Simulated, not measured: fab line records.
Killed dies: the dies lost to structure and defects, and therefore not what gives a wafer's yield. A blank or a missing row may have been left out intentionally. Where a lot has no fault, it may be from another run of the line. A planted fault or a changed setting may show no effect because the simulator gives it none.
One fault through the eyes of 2 desks | flow n5Finfet | numbers are kept per desk, each desk with only its own; the story behind them comes last

== THE TOOL OWNER'S DESK: rieDiel-06 ==
The tool's own readings at N5_BEOL_M3_VIA_ETCH_34 (etches the open film in C4F6/O2, target depth 69.4 nm, time 65.9 s): means of the sampled wafers that have a number, for each lot that ran on this tool. If a lot's mean is further than 4 standard deviations from the usual mean, the lot is out of limits and carries the mark OUT (the distance appears in the brackets). Shown are 7 of the 9 readings it has, namely the first that went out of limits plus those furthest out on some lot.
Columns: A = biasW at N5_BEOL_M3_VIA_ETCH_34, usual 169.9 W; B = drypumpMotorCurrentA at N5_BEOL_M3_VIA_ETCH_34, usual 5.7 A; C = oes_o_777_au at N5_BEOL_M3_VIA_ETCH_34, usual 0.77 a.u.; D = oesProductAu at N5_BEOL_M3_VIA_ETCH_34, usual 0.77 a.u.; E = runLengthS at N5_BEOL_M3_VIA_ETCH_34, usual 89.2 s; F = showerheadPlenumPTorr at N5_BEOL_M3_VIA_ETCH_34, usual 2.85 Torr; G = throttleValvePct at N5_BEOL_M3_VIA_ETCH_34, usual 30.80 %
lot  | first seen here | A     | B   | C    | D    | E               | F    | G
L742 | day 7 15:55     | 169.3 | 5.5 | 0.84 | 0.83 | 89.4            | 2.81 | 30.64
L748 | day 8 23:50     | 169.7 | 5.3 | 0.79 | 0.79 | 89.5            | 2.95 | 30.73
L749 | day 9 19:59     | 170.2 | 5.5 | 0.80 | 0.78 | 92.8 (+6.5) OUT | 2.91 | 30.76
L751 | day 9 23:43     | 170.2 | 5.2 | 0.83 | 0.84 | 92.2 (+5.4) OUT | 2.81 | 30.53
L758 | day 11 07:51    | 170.5 | 5.1 | 0.83 | 0.83 | 91.6 (+4.3) OUT | 2.97 | 30.64
This desk finds L749, L751, L758 out of limits, L749 being first, at day 9 19:59 (runLengthS at N5_BEOL_M3_VIA_ETCH_34). L742, L748 stayed within limits.

== METROLOGY DESK ==
Means of the sampled wafers that have a number, per lot and without regard to the tool the lot ran on: this is what the gauges read. If a lot's mean is further than 4 standard deviations from the usual mean, the lot is out of limits and carries the mark OUT (the distance appears in the brackets). Readings shown: 7 of its 10, picked as those furthest out on some lot.
Columns: A = DIBL_P at N5_BEOL_M4_RC_MEAS_101, usual 36.2 mV/V; B = IOFF_N at N5_BEOL_M4_RC_MEAS_101, usual 0.16 nA/um; C = ION_N at N5_BEOL_M4_RC_MEAS_101, usual 676 uA/um; D = ION_P at N5_BEOL_M4_RC_MEAS_101, usual 465 uA/um; E = SS_N at N5_BEOL_M4_RC_MEAS_101, usual 71.4 mV/dec; F = SS_P at N5_BEOL_M4_RC_MEAS_101, usual 73.2 mV/dec; G = VT_N at N5_BEOL_M4_RC_MEAS_101, usual 250 mV
lot  | first seen here | A    | B    | C   | D   | E    | F    | G
L742 | day 8 04:22     | 36.9 | 0.15 | 675 | 465 | 70.8 | 73.4 | 251
L743 | day 8 14:21     | 34.6 | 0.14 | 669 | 452 | 71.1 | 72.4 | 251
L748 | day 9 22:11     | 34.4 | 0.15 | 676 | 464 | 71.4 | 73.0 | 250
L749 | day 10 15:37    | 37.5 | 0.16 | 681 | 467 | 71.5 | 73.3 | 250
L751 | day 10 22:28    | 37.4 | 0.17 | 680 | 469 | 71.7 | 73.5 | 248
L758 | day 12 05:52    | 38.5 | 0.21 | 690 | 465 | 72.1 | 74.3 | 245
L760 | day 13 02:40    | 39.0 | 0.20 | 681 | 470 | 72.3 | 73.7 | 247
L761 | day 13 04:31    | 38.0 | 0.18 | 686 | 477 | 71.5 | 73.3 | 248
Result from this desk: across the 8 lots, nothing is out of limits.

== ALL TOGETHER ==
The tool owner's desk had the chance to raise an alarm at day 9 19:59 on L749, L751, L758.
At the metrology desk, nothing out of limits was observed.
The metrology desk holds a record of L749, L751, L758, inside its limits.
On rieDiel-06, each named lot ran N5_BEOL_M3_VIA_ETCH_34.

== WHAT THE SIMULATOR PUT IN ==
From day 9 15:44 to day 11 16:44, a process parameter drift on rieDiel-06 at N5_BEOL_M3_VIA_ETCH_34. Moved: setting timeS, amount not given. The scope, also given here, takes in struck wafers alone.
Struck lots among those shown: L749, L751, L758.
Time in hours from fault onset to the first out-of-limits reading at each desk: the tool owner's desk, 4.
